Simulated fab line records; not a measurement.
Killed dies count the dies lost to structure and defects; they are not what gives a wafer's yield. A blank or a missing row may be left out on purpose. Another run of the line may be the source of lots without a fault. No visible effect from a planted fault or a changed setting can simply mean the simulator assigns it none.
What tool caused it? / flow n5_finfet / Sampling: 12 lots, 36 wafers, 3 of 1938 route steps

## WHAT EACH GAUGE READ, for each wafer
N5_PASSIVATION_CD_MEAS_30 targets a cd of 4000 nm.
lot=L787; measured=day 12 03:09; on=cd_sem-02; cd_nm (nm)=4002.9 4002.4 4001.0
lot=L788; measured=day 12 08:08; on=cd_sem-02; cd_nm (nm)=3995.9 3999.1 3998.1
lot=L789; measured=day 12 16:58; on=cd_sem-01; cd_nm (nm)=4000.7 4002.4 3999.7
lot=L790; measured=day 14 03:04; on=cd_sem-01; cd_nm (nm)=4000.4 4001.9 3998.1
lot=L791; measured=day 13 23:39; on=cd_sem-01; cd_nm (nm)=3999.9 3995.9 4000.6
lot=L792; measured=day 13 19:22; on=cd_sem-02; cd_nm (nm)=3998.2 3999.7 3995.7
lot=L793; measured=day 13 17:44; on=cd_sem-02; cd_nm (nm)=4000.7 4002.3 4000.7
lot=L798; measured=day 15 10:25; on=cd_sem-02; cd_nm (nm)=4004.0 4001.5 4002.0
lot=L800; measured=day 16 03:43; on=cd_sem-03; cd_nm (nm)=4002.0 3999.6 4003.0
lot=L808; measured=day 17 14:25; on=cd_sem-02; cd_nm (nm)=3998.4 3999.4 3999.4
lot=L810; measured=day 18 11:35; on=cd_sem-01; cd_nm (nm)=4000.3 4002.5 4001.9
lot=L809; measured=day 18 06:47; on=cd_sem-02; cd_nm (nm)=3995.8 3997.2 3997.2

## EACH LOT AND THE TOOL THAT RAN IT (in order: tool; ch and the chambers of the sampled wafers; start)
lot=L787; N5_GATE_CUT_CUT_ETCH_54=rie_metal-02 ch 0,1, day 4 11:29; N5_PASSIVATION_DEGAS_18=pvd_sputter-03, day 12 02:23
lot=L788; N5_GATE_CUT_CUT_ETCH_54=rie_metal-01 ch 0,1, day 4 21:44; N5_PASSIVATION_DEGAS_18=pvd_sputter-02, day 12 07:29
lot=L789; N5_GATE_CUT_CUT_ETCH_54=rie_metal-02 ch 1, day 5 11:31; N5_PASSIVATION_DEGAS_18=pvd_sputter-03, day 12 16:18
lot=L790; N5_GATE_CUT_CUT_ETCH_54=rie_metal-03 ch 0,1, day 5 19:20; N5_PASSIVATION_DEGAS_18=pvd_sputter-03, day 14 02:25
lot=L791; N5_GATE_CUT_CUT_ETCH_54=rie_metal-02 ch 0,1, day 5 19:32; N5_PASSIVATION_DEGAS_18=pvd_sputter-01, day 13 22:52
lot=L792; N5_GATE_CUT_CUT_ETCH_54=rie_metal-01 ch 0,1, day 5 22:32; N5_PASSIVATION_DEGAS_18=pvd_sputter-03, day 13 18:43
lot=L793; N5_GATE_CUT_CUT_ETCH_54=rie_metal-03 ch 0,1, day 6 05:32; N5_PASSIVATION_DEGAS_18=pvd_sputter-03, day 13 17:05
lot=L798; N5_GATE_CUT_CUT_ETCH_54=rie_metal-02 ch 0,1, day 7 09:04; N5_PASSIVATION_DEGAS_18=pvd_sputter-03, day 15 09:46
lot=L800; N5_GATE_CUT_CUT_ETCH_54=rie_metal-02 ch 0,1, day 8 00:10; N5_PASSIVATION_DEGAS_18=pvd_sputter-03, day 16 02:56
lot=L808; N5_GATE_CUT_CUT_ETCH_54=rie_metal-01 ch 0,1, day 9 19:32; N5_PASSIVATION_DEGAS_18=pvd_sputter-03, day 17 13:46
lot=L810; N5_GATE_CUT_CUT_ETCH_54=rie_metal-02 ch 0,1, day 10 04:13; N5_PASSIVATION_DEGAS_18=pvd_sputter-01, day 18 10:56
lot=L809; N5_GATE_CUT_CUT_ETCH_54=rie_metal-01 ch 0,1, day 10 06:34; N5_PASSIVATION_DEGAS_18=pvd_sputter-03, day 18 06:08
- N5_GATE_CUT_CUT_ETCH_54: etches TiN in Cl2/BCl3, target depth 96.7 nm.
- N5_PASSIVATION_DEGAS_18: time 60 s.

## WHAT THE TOOLS THEMSELVES READ (means of the sampled wafers that have a number; where no wafer has one, the mark that the record gives instead)
N5_GATE_CUT_CUT_ETCH_54.
lot=L787; tool=rie_metal-02; drypump_motor_current_A (A)=6.4; etch_rf_on_time_s (s)=37.1; oes_product_au (a.u.)=0.56; throttle_valve_pct (%)=22.26
lot=L788; tool=rie_metal-01; drypump_motor_current_A (A)=5.4; etch_rf_on_time_s (s)=36.6; oes_product_au (a.u.)=0.62; throttle_valve_pct (%)=22.19
lot=L789; tool=rie_metal-02; drypump_motor_current_A (A)=6.4; etch_rf_on_time_s (s)=37.3; oes_product_au (a.u.)=0.58; throttle_valve_pct (%)=22.03
lot=L790; tool=rie_metal-03; drypump_motor_current_A (A)=5.5; etch_rf_on_time_s (s)=35.0; oes_product_au (a.u.)=0.65; throttle_valve_pct (%)=22.50
lot=L791; tool=rie_metal-02; drypump_motor_current_A (A)=6.4; etch_rf_on_time_s (s)=37.3; oes_product_au (a.u.)=0.77; throttle_valve_pct (%)=22.23
lot=L792; tool=rie_metal-01; drypump_motor_current_A (A)=5.5; etch_rf_on_time_s (s)=37.2; oes_product_au (a.u.)=0.59; throttle_valve_pct (%)=22.30
lot=L793; tool=rie_metal-03; drypump_motor_current_A (A)=5.5; etch_rf_on_time_s (s)=36.0; oes_product_au (a.u.)=0.68; throttle_valve_pct (%)=22.64
lot=L798; tool=rie_metal-02; drypump_motor_current_A (A)=6.4; etch_rf_on_time_s (s)=37.7; oes_product_au (a.u.)=0.74; throttle_valve_pct (%)=22.24
lot=L800; tool=rie_metal-02; drypump_motor_current_A (A)=6.3; etch_rf_on_time_s (s)=37.2; oes_product_au (a.u.)=0.73; throttle_valve_pct (%)=22.23
lot=L808; tool=rie_metal-01; drypump_motor_current_A (A)=5.5; etch_rf_on_time_s (s)=37.3; oes_product_au (a.u.)=0.57; throttle_valve_pct (%)=22.31
lot=L810; tool=rie_metal-02; drypump_motor_current_A (A)=6.4; etch_rf_on_time_s (s)=37.5; oes_product_au (a.u.)=0.63; throttle_valve_pct (%)=22.15
lot=L809; tool=rie_metal-01; drypump_motor_current_A (A)=5.4; etch_rf_on_time_s (s)=36.4; oes_product_au (a.u.)=0.61; throttle_valve_pct (%)=22.21

N5_PASSIVATION_DEGAS_18.
lot=L787; tool=pvd_sputter-03; heater_power_w (W)=477
lot=L788; tool=pvd_sputter-02; heater_power_w (W)=455
lot=L789; tool=pvd_sputter-03; heater_power_w (W)=462
lot=L790; tool=pvd_sputter-03; heater_power_w (W)=484
lot=L791; tool=pvd_sputter-01; heater_power_w (W)=445
lot=L792; tool=pvd_sputter-03; heater_power_w (W)=478
lot=L793; tool=pvd_sputter-03; heater_power_w (W)=480
lot=L798; tool=pvd_sputter-03; heater_power_w (W)=479
lot=L800; tool=pvd_sputter-03; heater_power_w (W)=481
lot=L808; tool=pvd_sputter-03; heater_power_w (W)=465
lot=L810; tool=pvd_sputter-01; heater_power_w (W)=439
lot=L809; tool=pvd_sputter-03; heater_power_w (W)=480

## THE ANSWER, worked out from the rows above alone
Rule: what is usual is taken from the lots themselves. The widest of any qualifying gaps counts: lots, ordered by their means at a reading, are off when they make up no more than a third of the lots, leave a main group of 4 or more, and stand apart from it by 3 or more times the standard deviation of that group's means. A main group is skipped when, at the precision printed for the reading in the tables above, its means are all equal. Also off: a lot with no number at a reading for which 4 or more lots have one. All remaining lots with rows at the step are treated as sound. First the gauges in route order, then the tools' own readings, where a lot's mean is used as printed above. The first step at which some lot is off is used, and at that step the reading that is off furthest; a lot without a number counts as furthest.
Nothing can be told from this: no lot is off at any reading shown.

## WHAT THE SIMULATOR HAD INSERTED
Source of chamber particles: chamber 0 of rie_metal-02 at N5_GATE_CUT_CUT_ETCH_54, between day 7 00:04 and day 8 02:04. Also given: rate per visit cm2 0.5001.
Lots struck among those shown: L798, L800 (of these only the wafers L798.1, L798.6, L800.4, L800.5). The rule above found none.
